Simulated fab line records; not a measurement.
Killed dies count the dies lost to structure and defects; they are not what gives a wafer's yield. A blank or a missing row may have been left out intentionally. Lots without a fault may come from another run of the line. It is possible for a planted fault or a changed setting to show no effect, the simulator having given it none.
A struck lot beside a sound one / flow n5_finfet / 26 out of 1938 route steps
Sound: wafers L480.2, L480.3, L480.6. Struck: wafers L491.1, L491.3, L491.6. The cause is given at the end.
For every step that has rows: the tool of each side, followed by ch and its chambers, followed by its first start. Under that, the readings that differ: sound wafers / struck wafers / difference of the means / sigmas: that difference in standard deviations of wafers without a fault.
alike: words and numbers the same on both sides, and readings whose means are apart by under 2 such deviations; not compared: readings that were withheld, readings missing a value for some wafer, numbers with overlapping values and no deviation given by the record, and bounds like >300 which may hide the same value.
Wherever a step has rows on one side only, a row that says differs or no value, or a row with sigmas, the two part there. Numbers that don't overlap but have no deviation are shown without sigmas and don't part them. Lack of a reading on every wafer of one side parts them only where that side has two or more wafers.

first, 5 steps without rows for these wafers: N5_WELL_APT_RTA_34 (time 10 s); N5_WELL_APT_OXIDE_STRIP_42 (strips SiO2 in dHF, time 45 s, target depth 12 nm); N5_WELL_APT_PRECLEAN_36 (cleans in O3/DIW, time 45 s); N5_WELL_APT_PRECLEAN_39 (cleans in dHF, time 60 s); N5_WELL_APT_SRD_37 (time 30 s).
N5_WELL_APT_EPI_41: deposits Si from SiH4/H2, target thk 50 nm, time 297.7 s.
  sound on epi_rpcvd-01 ch 0, day 3 10:40; struck on epi_rpcvd-01 ch 0, day 6 04:04
  alike: throttle_valve_pct
N5_WELL_APT_INSPECT_38: inspects for defects (darkfield).
  sound: defect_inspect-01 at day 3 11:22; struck: defect_inspect-02 at day 6 05:11
  alike: raw_defect_count
N5_PMOS_HMC_CHANNEL_EPI_HM_DEP_34: deposits SiO2 from TEOS/O2, target thk 36 nm, time 6.9 s.
  sound on pecvd-02 ch 0,1,2, day 3 11:24; struck on pecvd-04 ch 0,2, day 6 05:13
  alike: heater_power_outer_w, heater_power_w, showerhead_plenum_p_Torr, throttle_valve_pct
then, 4 steps without rows for these wafers: N5_PMOS_HMC_CHANNEL_EPI_COAT_31 (time 60 s, resist thk 66 nm); N5_PMOS_HMC_CHANNEL_EPI_COAT_03 (resist thk 205 nm); N5_PMOS_HMC_CHANNEL_EPI_EBR_05; N5_PMOS_HMC_CHANNEL_EPI_SOFTBAKE_04 (time 60 s).
N5_PMOS_HMC_CHANNEL_EPI_EXPOSE_06: exposes mask PMOS HMC BLK, target cd 240 nm.
  sound on arfi_scanner-03 ch 0, day 3 11:41; struck on arfi_scanner-02 ch 0, day 6 05:22
reading=exposure_dose_mJ_cm2; sound=40.95 41.05 40.96; struck=36.91 36.90 36.93; difference=-4.07; sigmas=-95
  alike: mask
then, 2 steps without rows for these wafers: N5_PMOS_HMC_CHANNEL_EPI_PEB_07 (peb time 60 s); N5_PMOS_HMC_CHANNEL_EPI_DEVELOP_08 (develop time 30 s).
N5_PMOS_HMC_CHANNEL_EPI_CD_MEAS_09: target cd 237.4 nm.
  sound on cd_sem-03 ch 0, day 3 11:48; struck on cd_sem-02 ch 0, day 6 05:29
reading=cd_nm (nm); sound=236.4 236.4 235.4; struck=264.2 261.3 297.2; difference=+38.2; sigmas=+44
N5_PMOS_HMC_CHANNEL_EPI_OVL_MEAS_10:
  sound on overlay-02 ch 0, day 3 11:50; struck on overlay-02 ch 0, day 6 05:31
  alike: PMOS_HMC_BLK_OVL
N5_PMOS_HMC_CHANNEL_EPI_INSPECT_11: inspects for defects (macro).
  sound: defect_inspect-01 at day 3 11:52; struck: defect_inspect-02 at day 6 05:33
  alike: raw_defect_count
N5_PMOS_HMC_CHANNEL_EPI_DESCUM_14: chemistry O2, time 7.9 s.
  sound on rie_diel-06 ch 0,1,3, day 3 12:01; struck on rie_diel-05 ch 0,2, day 6 05:35
reading=model.PMOS_HMC_CHANNEL_EPI.cd_nm (nm); sound=236.4 236.3 235.1; struck=264.3 261.3 297.5; difference=+38.4; sigmas=
  alike: chamber_pressure_mTorr, drypump_motor_current_A, oes_product_au, rf_vpp_V, showerhead_plenum_p_Torr, throttle_valve_pct
  not compared: rf_hours_counter_h
N5_PMOS_HMC_CHANNEL_EPI_ETCH_32: etches BARC in N2/H2, stops on SiO2, target depth 85.8 nm, time 50.3 s.
  sound on rie_diel-06 ch 0,1,3, day 3 12:02; struck on rie_diel-05 ch 0,2, day 6 05:37
  alike: bias_w, chamber_pressure_mTorr, drypump_motor_current_A, n2_flow_sccm, oes_product_au, rf_vpp_V, showerhead_plenum_p_Torr, throttle_valve_pct
  not compared: rf_hours_counter_h
then, 1 step without rows for these wafers: N5_PMOS_HMC_CHANNEL_EPI_HM_OPEN_15 (chemistry CHF3/O2, target SiO2, target depth 40.6 nm, time 20.3 s).
N5_PMOS_HMC_CHANNEL_EPI_STRIP_33: strips in N2/H2.
  sound on rie_diel-06 ch 0,1,3, day 3 12:08; struck on rie_diel-05 ch 0,2, day 6 05:43
reading=n2_flow_sccm (sccm); sound=297.8 299.4 300.9; struck=301.2 301.7 300.9; difference=+1.9; sigmas=+2
  alike: chamber_pressure_mTorr, drypump_motor_current_A, oes_product_au, rf_vpp_V, showerhead_plenum_p_Torr, throttle_valve_pct
  not compared: rf_hours_counter_h
then, 1 step without rows for these wafers: N5_PMOS_HMC_CHANNEL_EPI_STRIP_17 (strips in SPM, time 750 s).
N5_PMOS_HMC_CHANNEL_EPI_ETCH_38: etches SiO2 in CF4, target depth 1.5 nm.
  sound on rie_si-01 ch 0,2, day 3 12:26; struck on rie_si-06 ch 0,1,2, day 6 06:01
  alike: bias_w, chamber_pressure_mTorr, drypump_motor_current_A, oes_product_au, throttle_valve_pct
  not compared: rf_hours_counter_h
N5_PMOS_HMC_CHANNEL_EPI_FIN_RECESS_16: chemistry HBr/Cl2, target Si, target depth 54 nm, time 18 s.
  sound on rie_si-01 ch 0,2, day 3 12:28; struck on rie_si-06 ch 0,1,2, day 6 06:02
reading=model.PMOS_HMC_CHANNEL_EPI.cd_nm (nm); sound=238.6 239.5 238.3; struck=266.7 263.2 299.6; difference=+37.7; sigmas=
  alike: bias_w, chamber_pressure_mTorr, drypump_motor_current_A, oes_product_au, throttle_valve_pct
  not compared: rf_hours_counter_h
then, 1 step without rows for these wafers: N5_PMOS_HMC_CHANNEL_EPI_PRECLEAN_36 (cleans in O3/DIW, time 45 s).

WHERE THEY PART
Earliest at N5_PMOS_HMC_CHANNEL_EPI_EXPOSE_06; latest, in this record, at N5_PMOS_HMC_CHANNEL_EPI_STRIP_33. Later steps at which nothing parts them and some readings are alike: N5_PMOS_HMC_CHANNEL_EPI_ETCH_38, N5_PMOS_HMC_CHANNEL_EPI_FIN_RECESS_16.

WHY: what had been put in by the simulator
Process parameter drift: arfi_scanner-02, from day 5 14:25 on, at N5_PMOS_HMC_CHANNEL_EPI_EXPOSE_06. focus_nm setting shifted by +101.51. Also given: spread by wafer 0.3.
